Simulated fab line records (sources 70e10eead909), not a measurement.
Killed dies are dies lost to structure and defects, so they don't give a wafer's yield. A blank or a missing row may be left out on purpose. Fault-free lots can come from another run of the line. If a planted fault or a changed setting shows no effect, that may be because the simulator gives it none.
A lot that was struck, set against a sound lot -- flow nand_harc -- 14 out of 1159 route steps
Sound: these wafers, L796.2, L796.4, L796.6. Struck: wafers L788.1, L788.3, L788.6. Last of all comes the cause.
At each step with rows: each side's tool, then ch and its chambers, then its first start. Under that, the readings that differ: sound wafers -- struck wafers -- difference of the means -- sigmas: that difference in standard deviations of wafers without a fault.
alike: a reading whose means differ by less than 2 such deviations, as well as words and numbers matching on both sides. not compared: withheld readings; readings where some wafer has no value; bounds like >300 that might hide an equal value; numbers whose values overlap and for which the record gives no deviation.
Wherever a step has rows on one side only, a row that says differs or no value, or a row with sigmas, the two part there. When numbers do not overlap yet have no deviation, they are printed without sigmas and do not part them. A reading missing from all wafers of one side parts the sides only when that side holds two or more wafers.

first, 1 step without rows for these wafers: NHARC_P_ZERO_WELL_HARDBAKE_12 (time 65 s).
NHARC_P_ZERO_WELL_DESCUM_13: chemistry O2, time 3 s.
  sound on rie_diel-07 ch 0,3, day 7 01:16; struck on rie_diel-07 ch 1,3, day 5 01:24
  alike: drypump_motor_current_A, mfc_ar_sccm, o2_flow_sccm, oes_product_au, rf_vpp_V, showerhead_plenum_p_Torr, throttle_valve_pct
  not compared: rf_hours_counter_h
NHARC_P_ZERO_WELL_ETCH_65: etches the open film in N2/H2, target depth 80 nm, overetch 24 nm, time 87.88 s.
  sound on rie_diel-07 ch 1,3, day 7 01:21; struck on rie_diel-07 ch 0,1,2, day 5 01:29
reading,sound,struck,difference,sigmas
rf_vpp_V (V),434.8 426.9 427.1,432.4 435.7 435.1,+4.8,+2
  alike: drypump_motor_current_A, mfc_ar_sccm, oes_product_au, rf_fwd_power_W, showerhead_plenum_p_Torr, throttle_valve_pct
  not compared: rf_hours_counter_h
NHARC_P_ZERO_WELL_ETCH_62: etches the open film in CHF3/Ar, target depth 13 nm, time 6.5 s.
  sound on rie_diel-07 ch 1,2,3; struck on rie_diel-07 ch 0,1
  alike: drypump_motor_current_A, mfc_ar_sccm, oes_product_au, rf_fwd_power_W, rf_vpp_V, showerhead_plenum_p_Torr, throttle_valve_pct
  not compared: rf_hours_counter_h
NHARC_P_ZERO_WELL_ETCH_63: etches the open film in HBr/Cl2, target depth 120 nm, time 40.1 s.
  sound on rie_si-01 ch 0,2, day 7 01:32; struck on rie_si-04 ch 0,1,2, day 5 01:40
  alike: drypump_motor_current_A, oes_product_au, rf_fwd_power_W, throttle_valve_pct
  not compared: rf_hours_counter_h
then, 7 steps without rows for these wafers: NHARC_P_ZERO_WELL_STRIP_15 (strips in SPM, time 900 s); NHARC_P_ZERO_WELL_DEHYDRATE_16 (time 120 s); NHARC_P_ZERO_WELL_HMDS_17 (time 30 s); NHARC_P_ZERO_WELL_COAT_18; NHARC_P_ZERO_WELL_SOFTBAKE_19 (time 95 s); NHARC_P_ZERO_WELL_EBR_20; NHARC_P_ZERO_WELL_EXPOSE_21 (exposes mask P NWELL, target cd 720 nm).
NHARC_P_ZERO_WELL_PEB_22: peb time 85 s.
  sound on litho_track-05 ch 0, day 7 02:22; struck on litho_track-05, day 5 02:31
  no value came back on the struck wafers for chill_plate_temp_C (C), exhaust_pa (Pa), heater_power_total_W (W); on the sound wafers chill_plate_temp_C (C) reads 23.06 23.05 23.06
then, 1 step without rows for these wafers: NHARC_P_ZERO_WELL_DEVELOP_23 (time 70 s).

WHERE THEY PART
Last at NHARC_P_ZERO_WELL_PEB_22 as far as this record goes, first at NHARC_P_ZERO_WELL_ETCH_65.

WHY: the cause the simulator had injected
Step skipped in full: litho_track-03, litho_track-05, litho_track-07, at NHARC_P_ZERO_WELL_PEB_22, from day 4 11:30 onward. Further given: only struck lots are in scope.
